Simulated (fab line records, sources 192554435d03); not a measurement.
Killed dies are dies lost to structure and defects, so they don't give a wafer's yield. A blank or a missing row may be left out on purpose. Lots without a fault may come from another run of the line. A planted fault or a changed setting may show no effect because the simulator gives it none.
fab line records | flow n5_finfet
record lots=5 wafers=13 last_day=20
route steps=1938 shown BEOL_M1@780 BEOL_M4@1111 PASSIVATION@1936
lots that met no fault: from a run of the same line without faults
start_h: hours from the record's first day to the start of the lot's first wafer shown | wait_h: hours since the lot's step before | " the same as in the row above | L1.1+2: a row that stands for several wafers | - no value, or no start given | * or withheld: withheld | < > ~ a bound
route shown NAME@n: a module of which the file shows steps, and the number in the route of the first | usual: mean/standard deviation of fault-free wafers | same: alike in all rows | chamber/n: place in a boat | sites: the reading at each site | _std_site: their standard deviation | _edge_site: outer sites' mean less inner sites' | radius_mm: how far each site lies from the wafer's centre | mask NAME#n: copy n | behind: the tool/chamber that last shaped the wafer | hold: why the lot was held/for how many hours/how that ended | device: the transistor (n, p or np) that didn't switch | end of line: the same wafers' tests at the end of the route | a step without rows: its recipe alone | killed: dies lost to structure and defects at the first sort, not the wafer's yield | map: a wafer's dies, x killed, . not, _ none there
set.NAME: the setting as run; set.NAME@STEP: as run at that earlier step | model.NAME: the simulator's own value behind a step, which no gauge read
lots at some steps of the route; a table a step, a row a wafer
services: from which hour (start_h, from the record's first day; less than 0 if before it) a tool's chamber was out of use, for how many hours, and why
## steps
# step N5_BEOL_M1_COAT_22
# recipe resist=CAR-EUV spin_rpm=1500 resist_thk_nm=30
# step N5_BEOL_M1_EBR_24
# recipe solvent=PGMEA ebr_width_mm=1.5
# step N5_BEOL_M1_SOFTBAKE_23
# recipe temp_c=110 time_s=60 resist=CAR-EUV
# step N5_BEOL_M1_EXPOSE_25
# recipe mask_id=V0 na=0.33 source_shape=quasar sigma_inner=0.2 sigma_outer=0.8 polarization=unpolarized defocus_nm=5 target_cd_nm=24 dose_mj=63
# step N5_BEOL_M1_PEB_26
# recipe peb_temp_c=100 peb_time_s=60 resist=CAR-EUV
# step N5_BEOL_M1_DEVELOP_27
# recipe develop_time_s=30 developer=TMAH resist=CAR-EUV rinse_liquid=surfactant_rinse dry=air_spin dev_temp_c=23
# step N5_BEOL_M1_DESCUM_33
# recipe chemistry=O2 time_s=7 source_power_w=50 bias_power_w=20 pressure_mtorr=20 rf_frequency_hz=2.712e+07 temp_c=40 resist=CAR-EUV o2_flow_sccm=225
# step N5_BEOL_M1_ETCH_77
# recipe chemistry=N2/H2 target=underlayer target_depth_a=65 mask_material=CAR-EUV time_s=5.2 ion_energy_ev=200 pressure_mtorr=30 source_w=840 bias_w=150 n2_flow_sccm=200 h2_flow_sccm=200 ends=cleared
# step N5_BEOL_M1_ETCH_69
# recipe chemistry=CF4 target=SiARC target_depth_a=156 mask_material=CAR-EUV time_s=26 ion_energy_ev=80 pressure_mtorr=40 source_w=545 bias_w=36 Ar_flow_sccm=100 cf4_flow_sccm=100 ends=cleared
# step N5_BEOL_M1_ALD_98
# recipe material=SiO2 target_thk_a=25 temp_c=100 ald_precursor_family=BDEAS ald_co_reactant=O2-plasma pulse_time_s=1 co_reactant_pulse_time_s=1 purge_time_s=2 co_reactant_purge_time_s=2 ald_cycles=17 pressure_torr=2
# usual ald_cycles=17/0 heater_power_outer_w=39/4.8 heater_power_w=75/8.7 precursor_pulse_height_rel=1.000/0.019
# columns lot.wafer tool chamber start_h wait_h ald_cycles heater_power_outer_w heater_power_w precursor_pulse_height_rel model.SiO2_of_BEOL_M1_ALD_98.thk_nm
L893.1 ald_sin-01 0 137.41 0.1 17 37 69 1.030 2.6
L893.5 " 1 " " 17 45 86 1.036 2.6
L893.6 " 0 " " 17 37 67 1.030 2.4
L904.5 ald_sin-01 1 196.86 0.1 25 43 85 0.982 3.6
L904.6 " 0 " " 17 37 68 1.018 2.6
L906.3 ald_sin-01 1 207.80 1.3 17 43 85 1.021 2.4
L906.4 " 3 " " 25 43 85 0.996 3.6
L907.3 ald_sin-01 0 210.61 0.5 17 37 68 1.031 2.6
L907.5 " 1 " " 25 43 85 1.000 3.6
L907.6 " 2 " " 17 45 82 0.995 2.6
L909.1 ald_sin-04 3 225.57 0.1 17 42 76 0.974 2.4
L909.2 " 0 " " 17 39 79 1.009 2.4
L909.6 " 0 " " 17 38 81 1.023 2.6
# step N5_BEOL_M1_ETCHBACK_99
# recipe chemistry=CHF3 target=SiO2 target_depth_a=50 time_s=10.4 source_w=215 bias_w=47 Ar_flow_sccm=200 CHF3_flow_sccm=12 ion_energy_ev=100 pressure_mtorr=30
# step N5_BEOL_M1_ETCH_70
# recipe chemistry=N2/H2 target=SOC target_depth_a=800 overetch_a=160 mask_material=SiARC temp_c=40 time_s=120 ion_energy_ev=200 pressure_mtorr=30 source_w=840 bias_w=150 n2_flow_sccm=200 h2_flow_sccm=200
# step N5_BEOL_M1_STRIP_71
# recipe chemistry=N2/H2 temp_c=40 n2_flow_sccm=200 h2_flow_sccm=200 rf_frequency_hz=6e+07
# step N5_BEOL_M1_STRIP_78
# recipe chemistry=N2/H2 temp_c=40 n2_flow_sccm=200 h2_flow_sccm=200 rf_frequency_hz=6e+07
# step N5_BEOL_M1_VIA_ETCH_34
# recipe chemistry=C4F6/O2 target_depth_a=678 mask_material=SOC pressure_mtorr=15 ion_energy_ev=250 taper_deg=4 time_s=64.4 source_w=350 bias_w=170 Ar_flow_sccm=300 C4F6_flow_sccm=10 O2_flow_sccm=10
# usual drypump_motor_current_A=5.6/0.43 oes_product_au=0.76/0.065 rf_vpp_V=674/18 showerhead_plenum_p_Torr=2.84/0.11 throttle_valve_pct=30.77/0.26
# same time_s=64.4
# columns lot.wafer tool chamber start_h wait_h drypump_motor_current_A oes_product_au rf_hours_counter_h rf_vpp_V showerhead_plenum_p_Torr throttle_valve_pct model.BEOL_M1.cd_nm
L893.1 rie_diel-06 2 171.92 0.0 5.6 0.72 212 657 2.84 31.08 18.2
L893.5 " 1 " " 5.5 0.82 - 675 2.96 30.22 17.8
L893.6 " 0 " " 5.8 0.78 - 683 2.85 30.84 17.6
L904.5 rie_diel-05 0 204.00 0.0 5.0 0.72 - 691 2.70 30.91 15.8
L904.6 " 1 " " 5.6 0.71 - 650 2.94 30.99 18.2
L906.3 rie_diel-05 0 228.39 0.0 5.0 0.71 190 691 2.70 30.90 18.2
L906.4 " 1 " " 5.6 0.70 219 649 2.94 30.98 15.6
L907.3 rie_diel-02 1 235.34 0.0 6.4 0.80 94 692 2.97 30.50 18
L907.5 " 2 " " 5.1 0.71 - 659 2.90 30.45 16
L907.6 " 3 " " 5.7 0.82 - 716 2.73 30.92 17.8
L909.1 rie_diel-05 0 240.27 0.0 5.0 0.71 192 689 2.70 30.91 18
L909.2 " 2 " " 6.1 0.77 143 657 2.98 30.89 18.2
L909.6 " 2 " " 6.1 0.77 - 657 2.98 30.88 18.2
# step N5_BEOL_M1_STRIP_83
# recipe chemistry=C4F6/O2 resist=SiARC rf_frequency_hz=6e+07
# step N5_BEOL_M1_STRIP_36
# recipe chemistry=N2/H2 power_w=450 temp_c=40 pressure_mtorr=20 rf_frequency_hz=6e+07 overash_fraction=0.3 bias_power_w=7 h2_frac=0.5 n2_flow_sccm=200 h2_flow_sccm=200
# step N5_BEOL_M1_TRENCH_ETCH_37
# recipe chemistry=C4F6/O2 target_depth_a=552.07 target=SiOC time_s=29 ion_energy_ev=250 pressure_mtorr=30 source_w=355 bias_w=185 Ar_flow_sccm=300 C4F6_flow_sccm=10 O2_flow_sccm=10
# step N5_BEOL_M1_ETCH_41
# recipe chemistry=CH3F/O2 target=SiCN target_depth_a=319 taper_deg=2 time_s=57.8 ion_energy_ev=120 mask_material=TiN pressure_mtorr=30 source_w=395 bias_w=75 Ar_flow_sccm=150 CH3F_flow_sccm=30 O2_flow_sccm=20
# step N5_BEOL_M1_STRIP_97
# recipe chemistry=N2/H2 time_s=10 power_w=450 temp_c=40 pressure_mtorr=20 rf_frequency_hz=6e+07 bias_power_w=7 n2_flow_sccm=200 h2_flow_sccm=200
# step N5_BEOL_M1_HM_STRIP_39
# recipe chemistry=peroxide_tin_strip material=TiN target_depth_a=250 temp_c=50 time_s=158
# step N5_BEOL_M1_SRD_40
# recipe time_s=30 temp_c=23 rinse_liquid=diw dry=ipa_marangoni
# step N5_BEOL_M1_PRECLEAN_42
# recipe chemistry=residue_remover time_s=60 temp_c=40
# step N5_BEOL_M1_SRD_43
# recipe time_s=30 temp_c=23 rinse_liquid=diw dry=ipa_marangoni
# step N5_BEOL_M1_DEGAS_44
# recipe ambient=vacuum temp_c=250 time_s=60
# step N5_BEOL_M1_PRE_CLEAN_45
# recipe gas=H2/He time_s=30 temp_c=250
# step N5_BEOL_M1_ALD_84
# recipe material=TaN target_thk_a=* temp_c=275 ald_precursor_family=PDMAT ald_co_reactant=NH3 pressure_torr=3 carrier_flow_sccm=1500 pulse_time_s=2 purge_time_s=3 co_reactant_purge_time_s=2 co_reactant_pulse_time_s=3 ald_cycles=30 precursor_vessel_temp_c=75 precursor_vessel_pressure_torr=26.25 precursor_vessel_carrier_sccm=1000
# step N5_BEOL_M1_SURFACE_TREAT_85
# recipe gas=Ar time_s=* ion_energy_ev=* ion_current_ma_cm2=0.5 pressure_mtorr=* ar_flow_sccm=30
# step N5_BEOL_M1_CVD_47
# recipe material=Co target_thk_a=30 temp_c=withheld precursor=CCTBA/H2 pressure_torr=30 time_s=223.8
# step N5_BEOL_M1_SPUTTER_48
# recipe material=Cu target_thk_a=45 temp_c=-20 chamber_pressure_pa=0.07 power_w=withheld time_s=8.29
# step N5_BEOL_M1_ANNEAL_49
# recipe temp_c=400 time_s=240 ambient=vacuum
# step N5_BEOL_M1_SPUTTER_79
# recipe material=Cu target_thk_a=45 temp_c=-20 chamber_pressure_pa=0.07 power_w=withheld time_s=8.29
# step N5_BEOL_M1_ANNEAL_80
# recipe temp_c=400 time_s=240 ambient=vacuum
# step N5_BEOL_M1_SPUTTER_81
# recipe material=Cu target_thk_a=45 temp_c=-20 chamber_pressure_pa=0.07 power_w=withheld time_s=8.29
# step N5_BEOL_M1_ANNEAL_82
# recipe temp_c=400 time_s=240 ambient=vacuum
# step N5_BEOL_M1_SPUTTER_86
# recipe material=Cu target_thk_a=45 temp_c=-20 chamber_pressure_pa=0.07 power_w=withheld time_s=8.29
# step N5_BEOL_M1_ANNEAL_87
# recipe temp_c=400 time_s=240 ambient=vacuum
# step N5_BEOL_M4_RC_MEAS_101
# usual CHAIN_V0=241/13 CHAIN_V0_max_site=250/14 DIBL_N=36.1/2.3 DIBL_P=36/3.2 IOFF_N=0.16/0.045 IOFF_P=0.21/0.049 ION_N=674/14 ION_P=462/8.4 SS_N=71.6/0.83 SS_P=73.2/0.87 VT_N=249/3.8 VT_P=-250/3.4
# columns lot.wafer tool chamber start_h wait_h CHAIN_V0[ohm/link] CHAIN_V0_max_site[ohm/link] DIBL_N[mV/V] DIBL_P[mV/V] IOFF_N[nA/um] IOFF_P[nA/um] ION_N[uA/um] ION_P[uA/um] SS_N[mV/dec] SS_P[mV/dec] VT_N[mV] VT_P[mV]
L893.1 prober-01 0 271.70 0.0 245 251 37.5 40 0.19 0.26 696 476 72.0 74.0 245 -246
L893.5 " 0 " " 245 253 34.7 36 0.13 0.20 669 470 70.9 72.6 248 -248
L893.6 " 0 " " 255 266 33.6 34 0.12 0.17 655 450 71.6 72.8 253 -251
L904.5 prober-02 0 297.75 0.6 279 292 35.3 35 0.13 0.18 676 466 71.2 72.4 253 -250
L904.6 " 0 " " 220 223 38.4 37 0.19 0.23 682 469 71.9 73.2 249 -250
L907.3 prober-01 0 345.01 0.3 249 259 38.0 39 0.21 0.23 681 458 72.3 73.6 245 -250
L907.5 " 0 " " 305 325 40.4 42 0.27 0.27 700 467 72.8 74.4 240 -249
L907.6 " 0 " " 235 240 35.0 35 0.14 0.18 661 450 70.6 72.9 251 -252
L906.3 prober-02 0 347.97 0.3 237 247 35.5 33 0.13 0.18 664 458 71.2 72.5 253 -253
L906.4 " 0 " " 313 337 34.3 30 0.10 0.13 633 437 71.1 72.3 259 -259
L909.1 prober-01 0 354.89 0.0 249 263 36.6 38 0.16 0.21 665 455 72.2 73.6 249 -253
L909.2 " 0 " " 234 239 37.1 39 0.17 0.21 666 450 72.2 74.7 248 -253
L909.6 " 0 " " 233 241 36.1 38 0.17 0.19 683 466 72.7 73.5 247 -255
# sites CHAIN_V0 radius_mm=0,75,75,75,75,140,140,140,140
L893.1 242 245 246 243 245 239 251 241 245
L904.5 278 276 288 292 280 281 276 279 276
L907.3 259 250 255 249 253 237 239 243 237
L906.3 242 236 245 237 236 229 247 238 232
L909.1 256 263 254 262 248 248 244 249 237
# step N5_PASSIVATION_PROBE_49
# usual defect_limited_yield=90.9/1.6 killed_at_M0_to_M3=37/11 killed_at_M4_up=15/5.6 killed_at_contacts=13/6.4 killed_at_front_end=39/11 killed_at_other=4/3.1 killed_dies=107/19 killed_on_rim=14/4.3 killed_open=71/14 killed_short=34/7.8 sort_bin_5_function=5.3/1 sort_bin_6_memory=3.4/0.72 sort_bin_8_speed=0.0/0.42 sort_n_pass=1072/20 sort_yield_pct=90.9/1.7
# same gross_dies=1180 killed_at_back_side=0 sort_bin_4_leakage[%]=0
# columns lot.wafer tool chamber start_h wait_h defect_limited_yield[%] killed_at_M0_to_M3 killed_at_M4_up killed_at_contacts killed_at_front_end killed_at_other killed_dies killed_on_rim killed_open killed_short sort_bin_5_function[%] sort_bin_6_memory[%] sort_bin_8_speed[%] sort_n_pass sort_yield_pct[%]
L893.1 prober-01 - 370.48 0.0 90.8 35 24 5 43 1 108 19 72 32 5.4 3.4 0 1072 90.8
L893.5 prober-01 - 370.68 0.2 92.5 32 11 9 32 4 88 6 47 40 4.4 2.6 0 1092 92.5
L893.6 prober-01 - 370.73 0.3 90.6 32 12 11 55 1 111 21 55 42 4.7 3.7 0 1069 90.6
L904.5 prober-02 - 429.34 0.2 86.5 81 19 19 33 7 159 46 64 45 10.3 3.1 0 1021 86.5
L907.5 prober-02 - 467.80 0.2 89.8 52 19 10 37 2 120 21 71 29 6.8 3.1 0 1060 89.8
L907.6 prober-02 - 467.85 0.3 93.2 19 15 6 38 2 80 2 47 29 3.5 2.9 0 1100 93.2
L906.4 prober-02 - 469.17 0.2 82.3 118 17 8 61 5 209 42 91 31 13.9 3.4 4.7 916 77.6
L909.6 prober-01 - 474.08 0.3 91.0 24 23 12 39 8 106 12 77 25 5.1 3.6 0 1074 91.0
# killed by level:class
L893.1 BEOL_M4:geometric_particle:open=12 BEOL_M2:geometric_particle:open=10 STI_FIN_REVEAL:geometric_particle:open=9 BEOL_M0_SAQP:geometric_particle:short=7 BEOL_M1:geometric_particle:open=7 BEOL_M0_SAQP:geometric_particle:open=6 FIN_SAQP:geometric_particle:short=5 STARTING-WAFER:geometric_particle:open=5
L893.5 BEOL_M3:geometric_particle:open=10 MOL_CONTACT_COAG:geometric_particle:open=7 BEOL_M0_SAQP:geometric_particle:short=7 STI_FIN_REVEAL:geometric_particle:short=5 GATE_CUT:geometric_particle:short=5 FIN_SAQP:geometric_particle:short=4 BEOL_M5:geometric_particle:open=4 BEOL_M2:geometric_particle:open=4
L893.6 FIN_SAQP:geometric_particle:short=14 BEOL_M4:geometric_particle:open=8 FIN_SAQP:geometric_particle:open=7 MOL_CONTACT_COAG:geometric_particle:open=7 BEOL_M0_SAQP:geometric_particle:open=7 BEOL_M0_SAQP:geometric_particle:short=7 HKMG_FIN:area_etch=7 GATE_CUT:geometric_particle:short=6
L904.5 BEOL_M1:area_etchback=48 MOL_CONTACT_COAG:geometric_particle:open=16 BEOL_M4:geometric_particle:open=12 FIN_SAQP:geometric_particle:short=9 BEOL_M3:geometric_particle:open=8 FIN_SAQP:geometric_particle:open=5 BEOL_M0_SAQP:geometric_particle:open=5 STARTING-WAFER:geometric_particle:short=5
L907.5 BEOL_M1:area_etchback=19 BEOL_M1:geometric_particle:open=9 BEOL_M4:geometric_particle:open=9 FIN_SAQP:geometric_particle:open=7 BEOL_M2:geometric_particle:open=6 MOL_CONTACT_COAG:geometric_particle:open=6 BEOL_M1:geometric_particle:short=6 FIN_SAQP:geometric_particle:short=5
L907.6 BEOL_M4:geometric_particle:open=9 FIN_SAQP:geometric_particle:short=7 STI_FIN_REVEAL:geometric_particle:open=7 BEOL_M0_SAQP:geometric_particle:short=7 GATE_CUT:geometric_particle:short=5 GATE_CUT:geometric_particle:open=4 MOL_CONTACT_COAG:geometric_particle:open=4 FIN_SAQP:geometric_particle:open=3
L906.4 BEOL_M1:area_etchback=86 STI_FIN_REVEAL:geometric_particle:open=18 BEOL_M4:geometric_particle:open=9 DUMMY_GATE:geometric_particle:open=9 BEOL_M1:geometric_particle:open=9 FIN_SAQP:geometric_particle:open=7 GATE_CUT:geometric_particle:open=6 MOL_CONTACT_COAG:geometric_particle:open=6
L909.6 MOL_CONTACT_COAG:geometric_particle:open=12 BEOL_M4:geometric_particle:open=11 STI_FIN_REVEAL:geometric_particle:open=10 FIN_SAQP:geometric_particle:open=9 GATE_CUT:geometric_particle:short=8 BEOL_M0_SAQP:geometric_particle:open=8 BEOL_M3:geometric_particle:open=6 BEOL_M5:geometric_particle:open=4
# map L904.5 (x killed, . not)
_________________...x.xx..x..________________
______________x..xx.x...xx......_____________
___________xx..x......x..........x.__________
__________................x....x...._________
________...x............xx........x..._______
_______......x.....x.....x...x.........______
______............x....x...........x...._____
_____....x..........................xx..x____
____...................x..................___
___...............x...x...................x__
___..............x...x.......x....x..x....x__
__.......x..x........x..........x..........x_
__xx.....x..x..................x..........x._
_x..........x....x..........................x
_.x.xx.x............................x........
_...............................x............
_..x...............x..x...x...............xx.
_..............x.....................x.....xx
_.....x......................................
_.x..........................x.......x..x...x
_x..................x..............x....x.xxx
__x.........................x.....x......x.x_
__...x..x....x.........x..................xx_
___.............x....x.................xx.x__
___......................x.........x...x...__
____.x....x...x.x....x......x.......x.x..x___
_____.........................x...x.xxx.x____
______...............x....x..x.....x.xx._____
_______xx.....................x.....x.x______
________x..x.........x........x..x..x._______
__________..x....xx.......x.x..x...x_________
___________x.....xx....x....x......__________
______________...........x...xx._____________
_________________.xxx...x.xxx________________
# map L906.4 (x killed, . not)
_________________...xx.x.xxxx________________
______________.......x...x...xx._____________
___________............x.x..x....x.__________
__________...x...x..x......x...x...._________
________......x.....x..x..x.x..x.x.xx._______
_______......x.........x.xx.....x...x.x______
______.............x....x.......xx....xx_____
_____....x..x...............x........x..x____
____.......x......x....xx........x..xx.xx.___
___.................x.....xx...x...xxx.....__
___...................................xx..x__
__......x...........xx.........x..xx.x...x.x_
__........x....x.............x.xxxx..x......_
_..........x.......x........x.xx.....x..xxxx.
_............x....x.....x.......x.x.x.x.x.x..
_.........................x.....xx....xx.x..x
_xx.x..x.....x......x...........x.....xx...x.
_.....................x...x.x.x....x.......x.
_............x...x.....x.....xx...x.x.x..x.xx
_.........x......................x....x.xxxxx
_.x.xx......x.....x...................x.xxx.x
__.....x........x.......x....x.x....x......x_
__...x.......................x......x....xxx_
___.....x........x.............x.........xx__
___.x..................x.........x..x...x.x__
____...................x..x.....x..x.....x___
_____x..........x...x.x...........x....x.____
______x.............x............xx.x..x_____
_______..............................x.______
________....x.........x..........xx..._______
__________x............x...x..x..x.x_________
___________........................__________
______________.............x...._____________
_________________x........x..________________
## services
# columns tool chamber start_h hours kind
ald_sin-04 3 122.15 16.0 repair
rie_diel-06 3 141.41 1.3 repair
rie_diel-06 3 156.83 2.9 repair
rie_diel-06 3 159.87 - clean
rie_diel-06 3 159.87 - consumable_replace:focus_ring
rie_diel-06 3 159.87 22.0 scheduled_down
rie_diel-06 3 159.87 22.0 vent_cycle
rie_diel-02 - 169.40 14.6 pm
ald_sin-04 0 172.52 3.1 repair
rie_diel-05 3 183.44 8.8 repair
rie_diel-02 - 192.18 1.3 repair
rie_diel-02 2 210.62 5.7 repair
rie_diel-06 0 211.17 17.1 repair
rie_diel-05 3 216.50 6.9 repair
ald_sin-01 2 222.13 4.4 repair
rie_diel-02 0 239.75 - clean
rie_diel-02 0 239.75 - consumable_replace:focus_ring
rie_diel-02 0 239.75 - consumable_replace:showerhead
rie_diel-02 0 239.75 23.9 scheduled_down
rie_diel-02 0 239.75 23.9 vent_cycle
## key
first_sign step=N5_BEOL_M1_ALD_98 reading=ald_cycles direction=up sigmas=99+ usual=* struck=*
effect step=N5_BEOL_M4_RC_MEAS_101 reading=CHAIN_V0 direction=up sigmas=4.6 usual=241 struck=299
effect step=N5_BEOL_M4_RC_MEAS_101 reading=CHAIN_V0_max_site direction=up sigmas=4.8 usual=250 struck=318
effect step=N5_PASSIVATION_PROBE_49 reading=sort_bin_5_function direction=up sigmas=4.9 usual=5.3 struck=10.3 wafers_moved=2
model_effect step=N5_BEOL_M1_ALD_98 value=SiO2_of_BEOL_M1_ALD_98.thk_nm without=2.533 struck=3.6
model_effect step=N5_BEOL_M1_VIA_ETCH_34 value=BEOL_M1.cd_nm without=18.13 struck=15.8
more_kills_born_at N5_BEOL_M1_ETCHBACK_99@rie_diel-05=134 N5_BEOL_M1_ETCHBACK_99@rie_diel-02=19
met_at N5_BEOL_M1_ALD_98
struck_wafers L904.5,L906.4,L907.5
onset_between 137.41 196.86
fault kind=process_parameter_drift tool=ald_sin-01 chamber=- onset_h=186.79 steps=N5_BEOL_M1_ALD_98 channel=ald_cycles offset=* shape=step end_h=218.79 scope=struck_wafers_only acts_in=* stated=*
